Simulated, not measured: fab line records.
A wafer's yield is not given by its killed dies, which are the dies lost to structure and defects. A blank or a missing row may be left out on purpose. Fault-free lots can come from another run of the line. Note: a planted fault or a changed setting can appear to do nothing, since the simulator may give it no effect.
Which tool was responsible? / flow n5Finfet / 11 lots with 33 wafers sampled at 4 steps, on a route of 1938 steps

## WHAT THE GAUGES SHOWED, per wafer
The record holds no reading of a measuring or inspecting step that can be judged against a usual standard deviation.

## WHICH TOOL RAN EACH LOT (tool, then ch and the chambers of the sampled wafers, then the start)
lot=L451; N5_GATE_CUT_CUT_ETCH_55=rieMetal-02 ch 0,1, day 4 09:38; N5_PASSIVATION_ETCH_15=rieDiel-02 ch 0,1,3, day 11 08:36 or earlier; N5_PASSIVATION_DESCUM_32=rieDiel-01 ch 0,1,2, day 11 08:36; N5_PASSIVATION_PROBE_49=prober-01, day 11 14:49
lot=L452; N5_GATE_CUT_CUT_ETCH_55=rieMetal-01 ch 0,1, day 4 22:50; N5_PASSIVATION_ETCH_15=rieDiel-06 ch 0,2,3, day 12 05:01 or earlier; N5_PASSIVATION_DESCUM_32=rieDiel-05 ch 0,2, day 12 05:01; N5_PASSIVATION_PROBE_49=prober-01, day 12 10:00
lot=L456; N5_GATE_CUT_CUT_ETCH_55=rieMetal-01 ch 0,1, day 5 22:13; N5_PASSIVATION_ETCH_15=rieDiel-02 ch 0,2,3, day 12 21:57 or earlier; N5_PASSIVATION_DESCUM_32=rieDiel-01 ch 0,2, day 12 21:57; N5_PASSIVATION_PROBE_49=-
lot=L457; N5_GATE_CUT_CUT_ETCH_55=rieMetal-02 ch 0,1, day 6 07:48; N5_PASSIVATION_ETCH_15=rieDiel-03 ch 0,1,2, day 13 14:55 or earlier; N5_PASSIVATION_DESCUM_32=rieDiel-05 ch 0,2,3, day 13 14:55; N5_PASSIVATION_PROBE_49=prober-02, day 13 20:04
lot=L459; N5_GATE_CUT_CUT_ETCH_55=rieMetal-03 ch 0,1, day 6 16:23; N5_PASSIVATION_ETCH_15=rieDiel-06 ch 0,2, day 13 14:11 or earlier; N5_PASSIVATION_DESCUM_32=rieDiel-01 ch 0,1,3, day 13 14:11; N5_PASSIVATION_PROBE_49=-
lot=L460; N5_GATE_CUT_CUT_ETCH_55=rieMetal-01 ch 1, day 6 19:25; N5_PASSIVATION_ETCH_15=rieDiel-03 ch 0,2,3, day 13 19:20 or earlier; N5_PASSIVATION_DESCUM_32=rieDiel-01 ch 0,1,3, day 13 19:20; N5_PASSIVATION_PROBE_49=prober-02, day 14 00:23
lot=L461; N5_GATE_CUT_CUT_ETCH_55=rieMetal-01 ch 0,1, day 7 02:38; N5_PASSIVATION_ETCH_15=rieDiel-06 ch 0,1,3, day 14 17:09 or earlier; N5_PASSIVATION_DESCUM_32=rieDiel-04 ch 1,2, day 14 17:09; N5_PASSIVATION_PROBE_49=-
lot=L462; N5_GATE_CUT_CUT_ETCH_55=rieMetal-01 ch 0,1, day 7 07:26; N5_PASSIVATION_ETCH_15=rieDiel-02 ch 2,3, day 14 10:44 or earlier; N5_PASSIVATION_DESCUM_32=rieDiel-05 ch 1,3, day 14 10:44; N5_PASSIVATION_PROBE_49=prober-02, day 14 16:05
lot=L464; N5_GATE_CUT_CUT_ETCH_55=rieMetal-01 ch 0,1, day 7 21:17; N5_PASSIVATION_ETCH_15=rieDiel-02 ch 0,2, day 14 23:35 or earlier; N5_PASSIVATION_DESCUM_32=rieDiel-01 ch 0,1, day 14 23:35; N5_PASSIVATION_PROBE_49=prober-02, day 15 05:44
lot=L467; N5_GATE_CUT_CUT_ETCH_55=rieMetal-03 ch 0,1, day 8 14:25; N5_PASSIVATION_ETCH_15=rieDiel-02 ch 0,1, day 15 16:39 or earlier; N5_PASSIVATION_DESCUM_32=rieDiel-01 ch 1,2,3, day 15 16:39; N5_PASSIVATION_PROBE_49=prober-02, day 15 22:32
lot=L472; N5_GATE_CUT_CUT_ETCH_55=rieMetal-02 ch 0, day 9 19:33; N5_PASSIVATION_ETCH_15=rieDiel-02 ch 0,1, day 16 23:47 or earlier; N5_PASSIVATION_DESCUM_32=rieDiel-01 ch 1,2,3, day 16 23:47; N5_PASSIVATION_PROBE_49=prober-01, day 17 05:10
- N5_GATE_CUT_CUT_ETCH_55: etches HfO2 in BCl3, target depth 3.2 nm.
- N5_PASSIVATION_ETCH_15: etches SiCN in CF4/N2, target depth 75 nm, time 81.2 s.
- N5_PASSIVATION_DESCUM_32: chemistry O2, time 7.9 s.
- N5_PASSIVATION_PROBE_49

## WHAT THE TOOLS THEMSELVES READ (means of the sampled wafers that have a number; where no wafer has one, the mark that the record gives instead)
N5_GATE_CUT_CUT_ETCH_55. Usual: drypumpMotorCurrentA 5.5 A, standard deviation 0.38; oesProductAu 0.79 a.u., standard deviation 0.082; rfFwdPowerW 440.5 W, standard deviation 2.4; throttleValvePct 33.2 %, standard deviation 0.5.
lot=L451; tool=rieMetal-02; drypumpMotorCurrentA (A)=5.4; oesProductAu (a.u.)=0.81; rfFwdPowerW (W)=442.3; throttleValvePct (%)=32.6; flag=
lot=L452; tool=rieMetal-01; drypumpMotorCurrentA (A)=5.8; oesProductAu (a.u.)=0.81; rfFwdPowerW (W)=438.8; throttleValvePct (%)=33.3; flag=
lot=L456; tool=rieMetal-01; drypumpMotorCurrentA (A)=5.8; oesProductAu (a.u.)=0.81; rfFwdPowerW (W)=439.1; throttleValvePct (%)=33.4; flag=
lot=L457; tool=rieMetal-02; drypumpMotorCurrentA (A)=5.4; oesProductAu (a.u.)=0.80; rfFwdPowerW (W)=441.7; throttleValvePct (%)=32.6; flag=
lot=L459; tool=rieMetal-03; drypumpMotorCurrentA (A)=5.1; oesProductAu (a.u.)=0.75; rfFwdPowerW (W)=442.4; throttleValvePct (%)=33.6; flag=
lot=L460; tool=rieMetal-01; drypumpMotorCurrentA (A)=6.1; oesProductAu (a.u.)=0.82; rfFwdPowerW (W)=439.1; throttleValvePct (%)=33.7; flag=
lot=L461; tool=rieMetal-01; drypumpMotorCurrentA (A)=5.8; oesProductAu (a.u.)=0.80; rfFwdPowerW (W)=437.7; throttleValvePct (%)=33.3; flag=
lot=L462; tool=rieMetal-01; drypumpMotorCurrentA (A)=5.8; oesProductAu (a.u.)=0.80; rfFwdPowerW (W)=438.9; throttleValvePct (%)=33.3; flag=
lot=L464; tool=rieMetal-01; drypumpMotorCurrentA (A)=5.6; oesProductAu (a.u.)=0.77; rfFwdPowerW (W)=438.8; throttleValvePct (%)=33.1; flag=
lot=L467; tool=rieMetal-03; drypumpMotorCurrentA (A)=5.1; oesProductAu (a.u.)=0.74; rfFwdPowerW (W)=440.5; throttleValvePct (%)=33.6; flag=
lot=L472; tool=rieMetal-02; drypumpMotorCurrentA (A)=5.5; oesProductAu (a.u.)=0.74; rfFwdPowerW (W)=443.9; throttleValvePct (%)=32.5; flag=

N5_PASSIVATION_ETCH_15. Usual: drypumpMotorCurrentA 5.9 A, standard deviation 0.42; oesProductAu 0.79 a.u., standard deviation 0.077; rfFwdPowerW 427.9 W, standard deviation 1.4; rfVppV 382.7 V, standard deviation 2.1; showerheadPlenumPTorr 2.22 Torr, standard deviation 0.084; throttleValvePct 15.43 %, standard deviation 0.22.
lot=L451; tool=rieDiel-02; drypumpMotorCurrentA (A)=5.9; oesProductAu (a.u.)=0.81; rfFwdPowerW (W)=428.0; rfVppV (V)=384.7; showerheadPlenumPTorr (Torr)=2.32; throttleValvePct (%)=15.23; flag=
lot=L452; tool=rieDiel-06; drypumpMotorCurrentA (A)=5.7; oesProductAu (a.u.)=0.87; rfFwdPowerW (W)=427.6; rfVppV (V)=383.4; showerheadPlenumPTorr (Torr)=2.24; throttleValvePct (%)=15.25; flag=
lot=L456; tool=rieDiel-02; drypumpMotorCurrentA (A)=5.9; oesProductAu (a.u.)=0.80; rfFwdPowerW (W)=428.4; rfVppV (V)=383.6; showerheadPlenumPTorr (Torr)=2.25; throttleValvePct (%)=15.44; flag=
lot=L457; tool=rieDiel-03; drypumpMotorCurrentA (A)=6.0; oesProductAu (a.u.)=0.75; rfFwdPowerW (W)=426.9; rfVppV (V)=381.8; showerheadPlenumPTorr (Torr)=2.18; throttleValvePct (%)=15.57; flag=
lot=L459; tool=rieDiel-06; drypumpMotorCurrentA (A)=5.4; oesProductAu (a.u.)=0.87; rfFwdPowerW (W)=427.3; rfVppV (V)=382.2; showerheadPlenumPTorr (Torr)=2.21; throttleValvePct (%)=15.31; flag=
lot=L460; tool=rieDiel-03; drypumpMotorCurrentA (A)=5.8; oesProductAu (a.u.)=0.81; rfFwdPowerW (W)=428.5; rfVppV (V)=381.0; showerheadPlenumPTorr (Torr)=2.14; throttleValvePct (%)=15.47; flag=
lot=L461; tool=rieDiel-06; drypumpMotorCurrentA (A)=6.0; oesProductAu (a.u.)=0.85; rfFwdPowerW (W)=429.2; rfVppV (V)=383.1; showerheadPlenumPTorr (Torr)=2.24; throttleValvePct (%)=15.21; flag=
lot=L462; tool=rieDiel-02; drypumpMotorCurrentA (A)=6.0; oesProductAu (a.u.)=0.76; rfFwdPowerW (W)=428.3; rfVppV (V)=380.8; showerheadPlenumPTorr (Torr)=2.17; throttleValvePct (%)=15.70; flag=
lot=L464; tool=rieDiel-02; drypumpMotorCurrentA (A)=6.2; oesProductAu (a.u.)=0.72; rfFwdPowerW (W)=428.3; rfVppV (V)=381.7; showerheadPlenumPTorr (Torr)=2.16; throttleValvePct (%)=15.66; flag=
lot=L467; tool=rieDiel-02; drypumpMotorCurrentA (A)=6.1; oesProductAu (a.u.)=0.72; rfFwdPowerW (W)=428.0; rfVppV (V)=384.9; showerheadPlenumPTorr (Torr)=2.29; throttleValvePct (%)=15.28; flag=
lot=L472; tool=rieDiel-02; drypumpMotorCurrentA (A)=6.1; oesProductAu (a.u.)=0.74; rfFwdPowerW (W)=427.8; rfVppV (V)=384.3; showerheadPlenumPTorr (Torr)=2.29; throttleValvePct (%)=15.26; flag=

N5_PASSIVATION_DESCUM_32. Usual: drypumpMotorCurrentA 6.0 A, standard deviation 0.56; oesProductAu 0.81 a.u., standard deviation 0.083; rfFwdPowerW 49.66 W, standard deviation 0.18; rfVppV 243.4 V, standard deviation 1.3; showerheadPlenumPTorr 2.11 Torr, standard deviation 0.064; throttleValvePct 20.48 %, standard deviation 0.29.
lot=L451; tool=rieDiel-01; drypumpMotorCurrentA (A)=6.2; oesProductAu (a.u.)=0.79; rfFwdPowerW (W)=49.59; rfVppV (V)=243.1; showerheadPlenumPTorr (Torr)=2.11; throttleValvePct (%)=20.68; flag=
lot=L452; tool=rieDiel-05; drypumpMotorCurrentA (A)=6.3; oesProductAu (a.u.)=0.76; rfFwdPowerW (W)=49.44; rfVppV (V)=243.2; showerheadPlenumPTorr (Torr)=2.06; throttleValvePct (%)=20.39; flag=
lot=L456; tool=rieDiel-01; drypumpMotorCurrentA (A)=6.2; oesProductAu (a.u.)=0.74; rfFwdPowerW (W)=49.81; rfVppV (V)=242.3; showerheadPlenumPTorr (Torr)=2.08; throttleValvePct (%)=20.60; flag=
lot=L457; tool=rieDiel-05; drypumpMotorCurrentA (A)=5.9; oesProductAu (a.u.)=0.75; rfFwdPowerW (W)=49.77; rfVppV (V)=243.6; showerheadPlenumPTorr (Torr)=2.09; throttleValvePct (%)=20.47; flag=
lot=L459; tool=rieDiel-01; drypumpMotorCurrentA (A)=5.7; oesProductAu (a.u.)=0.88; rfFwdPowerW (W)=49.62; rfVppV (V)=244.1; showerheadPlenumPTorr (Torr)=2.16; throttleValvePct (%)=20.56; flag=
lot=L460; tool=rieDiel-01; drypumpMotorCurrentA (A)=5.7; oesProductAu (a.u.)=0.87; rfFwdPowerW (W)=49.74; rfVppV (V)=243.8; showerheadPlenumPTorr (Torr)=2.16; throttleValvePct (%)=20.58; flag=
lot=L461; tool=rieDiel-04; drypumpMotorCurrentA (A)=5.7; oesProductAu (a.u.)=0.76; rfFwdPowerW (W)=49.45; rfVppV (V)=244.2; showerheadPlenumPTorr (Torr)=2.09; throttleValvePct (%)=20.47; flag=
lot=L462; tool=rieDiel-05; drypumpMotorCurrentA (A)=5.8; oesProductAu (a.u.)=0.78; rfFwdPowerW (W)=49.79; rfVppV (V)=244.3; showerheadPlenumPTorr (Torr)=2.16; throttleValvePct (%)=20.48; flag=
lot=L464; tool=rieDiel-01; drypumpMotorCurrentA (A)=6.2; oesProductAu (a.u.)=0.80; rfFwdPowerW (W)=49.76; rfVppV (V)=243.0; showerheadPlenumPTorr (Torr)=2.11; throttleValvePct (%)=20.84; flag=
lot=L467; tool=rieDiel-01; drypumpMotorCurrentA (A)=6.1; oesProductAu (a.u.)=0.90; rfFwdPowerW (W)=49.64; rfVppV (V)=243.5; showerheadPlenumPTorr (Torr)=2.14; throttleValvePct (%)=20.39; flag=
lot=L472; tool=rieDiel-01; drypumpMotorCurrentA (A)=6.1; oesProductAu (a.u.)=0.88; rfFwdPowerW (W)=49.69; rfVppV (V)=243.4; showerheadPlenumPTorr (Torr)=2.13; throttleValvePct (%)=20.41; flag=

N5_PASSIVATION_PROBE_49. Usual: defectLimitedYield 91.3 %, standard deviation 1.5; killed_at_M0_to_M3 35, standard deviation 10; killed_at_M4_up 13, standard deviation 5.3; killedAtContacts 12, standard deviation 5.7; killedAtFrontEnd 39, standard deviation 11; killedAtOther 3.3, standard deviation 2.7; killedDies 102, standard deviation 18; killedOnRim 13, standard deviation 4; killedOpen 67, standard deviation 13; killedShort 34, standard deviation 7.8; sort_bin_5_function 5.1 %, standard deviation 1; sort_bin_6_memory 3.3 %, standard deviation 0.68; sortNPass 1078, standard deviation 18; sortYieldPct 91.3 %, standard deviation 1.5.
lot=L451; tool=prober-01; defectLimitedYield (%)=92.1; killed_at_M0_to_M3=34; killed_at_M4_up=9; killedAtContacts=9; killedAtFrontEnd=42; killedAtOther=0.7; killedDies=94; killedOnRim=10; killedOpen=60; killedShort=33; sort_bin_5_function (%)=4.5; sort_bin_6_memory (%)=3.1; sortNPass=1086; sortYieldPct (%)=92.1; flag=
lot=L452; tool=prober-01; defectLimitedYield (%)=90.1; killed_at_M0_to_M3=37; killed_at_M4_up=15; killedAtContacts=8; killedAtFrontEnd=54; killedAtOther=3.3; killedDies=117; killedOnRim=16; killedOpen=82; killedShort=31; sort_bin_5_function (%)=5.9; sort_bin_6_memory (%)=3.9; sortNPass=1063; sortYieldPct (%)=90.1; flag=
lot=L457; tool=prober-02; defectLimitedYield (%)=92.4; killed_at_M0_to_M3=30; killed_at_M4_up=12; killedAtContacts=7; killedAtFrontEnd=37; killedAtOther=3.7; killedDies=90; killedOnRim=13; killedOpen=50; killedShort=37; sort_bin_5_function (%)=4.2; sort_bin_6_memory (%)=3.1; sortNPass=1090; sortYieldPct (%)=92.4; flag=
lot=L460; tool=prober-02; defectLimitedYield (%)=91.4; killed_at_M0_to_M3=46; killed_at_M4_up=11; killedAtContacts=12; killedAtFrontEnd=28; killedAtOther=4.7; killedDies=101; killedOnRim=13; killedOpen=67; killedShort=34; sort_bin_5_function (%)=5.2; sort_bin_6_memory (%)=3.0; sortNPass=1079; sortYieldPct (%)=91.4; flag=
lot=L462; tool=prober-02; defectLimitedYield (%)=87.4; killed_at_M0_to_M3=41; killed_at_M4_up=10; killedAtContacts=8; killedAtFrontEnd=89; killedAtOther=0.3; killedDies=148; killedOnRim=21; killedOpen=69; killedShort=38; sort_bin_5_function (%)=7.5; sort_bin_6_memory (%)=3.8; sortNPass=1032; sortYieldPct (%)=87.4; flag=OFF
lot=L464; tool=prober-02; defectLimitedYield (%)=83.0; killed_at_M0_to_M3=38; killed_at_M4_up=21; killedAtContacts=11; killedAtFrontEnd=128; killedAtOther=2.3; killedDies=201; killedOnRim=27; killedOpen=78; killedShort=39; sort_bin_5_function (%)=10.2; sort_bin_6_memory (%)=4.2; sortNPass=979; sortYieldPct (%)=83.0; flag=OFF
lot=L467; tool=prober-02; defectLimitedYield (%)=92.0; killed_at_M0_to_M3=46; killed_at_M4_up=9; killedAtContacts=8; killedAtFrontEnd=29; killedAtOther=2.0; killedDies=94; killedOnRim=12; killedOpen=60; killedShort=32; sort_bin_5_function (%)=4.6; sort_bin_6_memory (%)=3.1; sortNPass=1086; sortYieldPct (%)=92.0; flag=
lot=L472; tool=prober-01; defectLimitedYield (%)=90.9; killed_at_M0_to_M3=27; killed_at_M4_up=18; killedAtContacts=10; killedAtFrontEnd=46; killedAtOther=6.0; killedDies=107; killedOnRim=14; killedOpen=69; killedShort=36; sort_bin_5_function (%)=5.4; sort_bin_6_memory (%)=3.2; sortNPass=1073; sortYieldPct (%)=90.9; flag=

## THE ANSWER, worked out from the rows above alone
Rule: a lot is off if the mean of its wafers that have a number lies more than 3 standard deviations from the usual mean. Also off: a lot with no number at a reading for which 4 or more lots have one. The other lots that the step has rows for count as sound. Order of review: gauges by route order, followed by the tools' own readings, for which a lot's mean as printed above is used. The first step at which some lot is off is used, and at that step the reading that is off furthest; a lot without a number counts as furthest.
Off: L462, L464 (N5_PASSIVATION_PROBE_49, killedAtFrontEnd). Neither off nor sound, because the step has no rows for them: L456, L459, L461.
A tool fits if, at that step or a process step before it, it ran every lot that is off, and no sound lot after the first of them. N5_PASSIVATION_ETCH_15 gives no start for some lots, so the hours and the order of its lots are those of N5_PASSIVATION_DESCUM_32. One fits: N5_GATE_CUT_CUT_ETCH_55 on rieMetal-01. Its last sound lot is L460 (day 6 19:25), its first lot that is off L462 (day 7 07:26): a fault that began between those two fits.

## WHAT THE SIMULATOR HAD PUT IN
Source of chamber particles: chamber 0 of rieMetal-01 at N5_GATE_CUT_CUT_ETCH_55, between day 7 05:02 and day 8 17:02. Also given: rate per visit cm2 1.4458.
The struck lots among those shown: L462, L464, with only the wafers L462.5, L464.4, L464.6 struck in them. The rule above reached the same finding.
